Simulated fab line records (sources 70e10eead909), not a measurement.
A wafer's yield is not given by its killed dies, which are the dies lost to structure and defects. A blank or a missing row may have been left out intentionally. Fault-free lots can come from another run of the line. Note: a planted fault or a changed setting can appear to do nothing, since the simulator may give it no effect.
Chamber matching | flow nandHarc | NHARC_A_STAIRCASE_CMP_472 on cmp-01: 4 sister chambers
The step polishes SiO2. 4 wafers are shown with their chamber, then 9 later ones without.

== WAFERS WITH THEIR CHAMBER ==
wafer  | chamber | motorCurrentA (A)
L094.6 | 2       | 11.8
L092.4 | 3       | 13.2
L092.5 | 0       | 13.7
L092.6 | 1       | 11.5

== WAFERS MISSING THEIR CHAMBER ==
wafer  | motorCurrentA (A)
L091.1 | 12.8
L091.3 | 14.0
L091.4 | 11.8
L095.1 | 11.8
L095.2 | 12.3
L095.4 | 14.0
L096.3 | 12.7
L096.4 | 11.4
L096.6 | 11.9

== CHAMBER TAKEN BY EACH ==
wafer  | from the rows above          | in truth
L091.1 | can't be placed: 3 or 0 or 2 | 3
L091.3 | can't be placed: 0 or 3      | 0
L091.4 | can't be placed: 2 or 1      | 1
L095.1 | can't be placed: 2 or 1      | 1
L095.2 | can't be placed: 2 or 1 or 3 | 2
L095.4 | can't be placed: 0 or 3      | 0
L096.3 | can't be placed: 3 or 2 or 0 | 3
L096.4 | can't be placed: 1 or 2      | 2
L096.6 | can't be placed: 2 or 1      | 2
Correct placement for 0 of the 9. Can't be placed from these rows: 9 (the true chamber is among the candidates in 9). Placed wrongly: 0.
How it was worked out, from the rows above alone: a wafer's distance from a chamber is the root of the sum, over the readings, of the square of ((its reading less the chamber's mean) divided by the reading's scatter). The wafer belongs to the nearest chamber; if the next one is less than 2 further off, it can't be placed. A chamber's mean is the mean of its shown wafers. The scatter: root of mean squared gap, hidden wafer to nearest shown wafer, with one shown wafer a chamber.
